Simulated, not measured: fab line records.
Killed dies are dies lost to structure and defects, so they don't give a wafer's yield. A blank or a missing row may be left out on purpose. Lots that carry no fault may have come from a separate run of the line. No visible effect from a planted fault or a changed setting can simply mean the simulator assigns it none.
Struck lot and sound lot, side by side / flow nand_harc / 17 out of 1159 route steps
Sound: wafers L456.3, L456.4, L456.5. Struck: wafer L465.1. (L465.2, L465.4 of the same lot were not struck and are left out.) The cause comes at the end.
Each step with rows lists, per side, the tool, then ch with its chambers, then its first start. Under that, the readings that differ: sound wafers / struck wafers / difference of the means / sigmas: that difference in standard deviations of wafers without a fault.
alike: readings with means less than 2 such deviations apart, plus words and numbers identical on both sides. not compared: withheld readings, readings lacking a value on some wafer, bounds such as >300 that could conceal the same value, and numbers that have no deviation in the record and whose values overlap.
The two part at a step that has a row with sigmas, a row that says differs or no value, or rows on one side only. Numbers that don't overlap but have no deviation are shown without sigmas and don't part them. Lack of a reading on every wafer of one side parts them only where that side has two or more wafers.

NHARC_P_M0_OVL_MEAS_10: pitch 180 nm.
  sound: overlay-01 at day 6 09:55; struck: overlay-01 at day 7 23:11
reading=overlay_x_nm (nm); sound=0.5 0.9 0.8; struck=-1.5; difference=-2.2; sigmas=-2
  alike: overlay_y_nm
NHARC_P_M0_INSPECT_11:
  sound: defect_inspect-02 at day 6 09:57; struck: defect_inspect-01 at day 7 23:13
  alike: raw_defect_count
NHARC_P_M0_DESCUM_14: chemistry O2, time 3 s.
  sound on rie_diel-07 ch 0,1,2, day 6 10:01; struck on rie_diel-02 ch 3, day 7 23:17
  alike: drypump_motor_current_A, mfc_ar_sccm, oes_product_au, rf_vpp_V, showerhead_plenum_p_Torr, throttle_valve_pct
  not compared: rf_hours_counter_h
then, 2 steps without rows for these wafers: NHARC_P_M0_ETCH_34 (etches the open film in N2/H2, target depth 40 nm, overetch 12 nm, time 43.94 s); NHARC_P_M0_ETCH_15 (etches the open film in C4F8/Ar, target depth 150 nm, overetch 15 nm, time 82.5 s).
NHARC_P_M0_CD_MEAS_16:
  sound: cd_sem-02 at day 6 10:19; struck: cd_sem-03 at day 7 23:38
reading=cd_nm (nm); sound=90.0 91.2 89.8; struck=88.4; difference=-1.9; sigmas=-2
NHARC_P_M0_STRIP_18: strips in N2/H2.
  sound on rie_diel-10 ch 1,3, day 6 10:23; struck on rie_diel-07 ch 0, day 7 23:43
reading=h2_flow_sccm (sccm); sound=149.5 149.3 149.7; struck=150.7; difference=+1.2; sigmas=+3
  alike: drypump_motor_current_A, mfc_ar_sccm, oes_product_au, rf_fwd_power_W, rf_vpp_V, showerhead_plenum_p_Torr, throttle_valve_pct
  not compared: rf_hours_counter_h
then, 1 step without rows for these wafers: NHARC_P_M0_STRIP_19 (strips in post etch residue remover, time 600 s).
NHARC_P_M0_DEGAS_28: time 60 s.
  sound: pvd_sputter-01 at day 6 10:55; struck: pvd_sputter-01 at day 8 00:15
  alike: heater_power_w
NHARC_P_M0_PRE_CLEAN_29: time 30 s.
  sound on pvd_sputter-01; struck on pvd_sputter-01
  alike: heater_power_w
NHARC_P_M0_PVD_20: deposits TaN, target thk 5 nm, time 8.06 s.
  sound on pvd_sputter-01; struck on pvd_sputter-01
  alike: cathode_dc_power_W, throttle_valve_pct
then, 1 step without rows for these wafers: NHARC_P_M0_PVD_21 (deposits Cu, target thk 30 nm, time 20.49 s).
NHARC_P_M0_ECD_22: material Cu, target thk 400 nm.
  sound on ecd_cu-01 ch 0,1, day 6 11:23; struck on ecd_cu-02 ch 0,1, day 8 00:42
then, 1 step without rows for these wafers: NHARC_P_M0_ANNEAL_30 (time 90 s).
NHARC_P_M0_CMP_23: polishes, t overpolish 20 s, target thk 117.53 nm.
  sound on cmp-01 ch 1,2, day 6 12:04; struck on cmp-02 ch 1, day 8 01:29
reading=time_to_endpoint_s (s); sound=24.8 24.7 31.1; struck=17.9; difference=-9.0; sigmas=-4
  alike: motor_current_A
NHARC_P_M0_THK_MEAS_24: measures by xrf.
  sound: film_metro-01 at day 6 12:24; struck: film_metro-01 at day 8 01:49
reading=thk_nm (nm); sound=114.9 117.0 118.2; struck=119.8; difference=+3.1; sigmas=+2
NHARC_END_SORT_01:
  the record has rows for the sound wafers here (prober-02 ch 0, day 19 17:37) and none for the struck ones

## WHERE THEY PART
Last at NHARC_END_SORT_01 as far as this record goes, first at NHARC_P_M0_OVL_MEAS_10.

WHY: what had been put in by the simulator
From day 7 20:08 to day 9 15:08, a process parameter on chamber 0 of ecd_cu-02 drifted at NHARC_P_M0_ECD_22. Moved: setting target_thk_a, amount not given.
